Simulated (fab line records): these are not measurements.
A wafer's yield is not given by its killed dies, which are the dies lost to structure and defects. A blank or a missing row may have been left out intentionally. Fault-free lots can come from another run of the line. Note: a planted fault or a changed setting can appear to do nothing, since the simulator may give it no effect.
Lot-split experiment    flow n5_finfet    on a route of 1938 steps: 7 lots, 39 wafers read

## ON THE SPLIT
At N5_DUMMY_GATE_HM_DEP_06 (deposits SiNx from DCS/NH3, target thk 80 nm, time 5141 s), the setting target_thk_a was moved away from the recipe's 800 angstrom on 24 of the 39 wafers read, by -6.7% to +13.8%. This setting was run at the recipe's value on the other wafers.

The reading is taken at the split's own step.

## THE READING
SiNx_of_DUMMY_GATE_HM_DEP_06.thk_nm (the simulator's own value, which no gauge read), in nm, at N5_DUMMY_GATE_HM_DEP_06 (deposits SiNx from DCS/NH3, target thk 80 nm, time 5141 s). The file gives no usual value for it. Average 79.2 nm, standard deviation 0.55 nm, over the 15 wafers here run with the recipe.

wafer   tool, chamber at the split  target_thk_a as run, angstrom  against the recipe  SiNx_of_DUMMY_GATE_HM_DEP_06.thk_nm, nm  against lot-mates on the recipe
L076.1  -, -                        878.8                          +9.9%               87.6                                     no lot-mate on the recipe
L076.3  -, -                        878.8                          +9.9%               87.6                                     no lot-mate on the recipe
L076.2  -, -                        878.8                          +9.9%               88.4                                     no lot-mate on the recipe
L076.4  -, -                        878.8                          +9.9%               88.4                                     no lot-mate on the recipe
L076.5  -, -                        878.8                          +9.9%               88.6                                     no lot-mate on the recipe
L076.6  -, -                        878.8                          +9.9%               88.2                                     no lot-mate on the recipe
L078.1  -, -                        800                            recipe              79                                       -
L078.2  -, -                        800                            recipe              79.6                                     -
L078.3  -, -                        800                            recipe              79.6                                     -
L078.4  -, -                        800                            recipe              79.8                                     -
L078.6  -, -                        800                            recipe              79.8                                     -
L078.5  -, -                        800                            recipe              79.2                                     -
L079.3  lpcvd-02, 0/75              800                            recipe              79.8                                     -
L079.4  lpcvd-02, 0/79              800                            recipe              80                                       -
L079.5  lpcvd-02, 0/84              800                            recipe              78.8                                     -
L082.1  -, -                        746.2                          -6.7%               75                                       no lot-mate on the recipe
L082.5  -, -                        746.2                          -6.7%               75                                       no lot-mate on the recipe
L082.2  -, -                        746.2                          -6.7%               74.6                                     no lot-mate on the recipe
L082.3  -, -                        746.2                          -6.7%               74.6                                     no lot-mate on the recipe
L082.4  -, -                        746.2                          -6.7%               75.2                                     no lot-mate on the recipe
L082.6  -, -                        746.2                          -6.7%               75.2                                     no lot-mate on the recipe
L083.1  -, -                        800                            recipe              78.4                                     -
L083.2  -, -                        800                            recipe              78.8                                     -
L083.5  -, -                        800                            recipe              78.8                                     -
L083.3  -, -                        800                            recipe              78.2                                     -
L083.4  -, -                        800                            recipe              79.2                                     -
L083.6  -, -                        800                            recipe              78.6                                     -
L084.1  -, -                        906.9                          +13.4%              90.8                                     no lot-mate on the recipe
L084.2  -, -                        906.9                          +13.4%              91                                       no lot-mate on the recipe
L084.3  -, -                        906.9                          +13.4%              90.2                                     no lot-mate on the recipe
L084.4  -, -                        906.9                          +13.4%              90.2                                     no lot-mate on the recipe
L084.5  -, -                        906.9                          +13.4%              90.6                                     no lot-mate on the recipe
L084.6  -, -                        906.9                          +13.4%              90.6                                     no lot-mate on the recipe
L090.1  -, -                        910.1                          +13.8%              90.6                                     no lot-mate on the recipe
L090.2  -, -                        910.1                          +13.8%              90.6                                     no lot-mate on the recipe
L090.3  -, -                        910.1                          +13.8%              90.6                                     no lot-mate on the recipe
L090.5  -, -                        910.1                          +13.8%              90.6                                     no lot-mate on the recipe
L090.6  -, -                        910.1                          +13.8%              90.6                                     no lot-mate on the recipe
L090.4  -, -                        910.1                          +13.8%              90.4                                     no lot-mate on the recipe

THE FIT
A straight line over all 39 wafers: SiNx_of_DUMMY_GATE_HM_DEP_06.thk_nm changes by +0.806 nm for each +1% of target_thk_a; r = +0.99; the points scatter about the line by 0.63 nm.
Too few moved wafers have a lot-mate on the recipe to fit a line with each lot's own level taken away.

## FILE'S OWN FIT
SiNx_of_DUMMY_GATE_HM_DEP_06.thk_nm changes by +0.806 nm for each +1% of target_thk_a, r = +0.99.
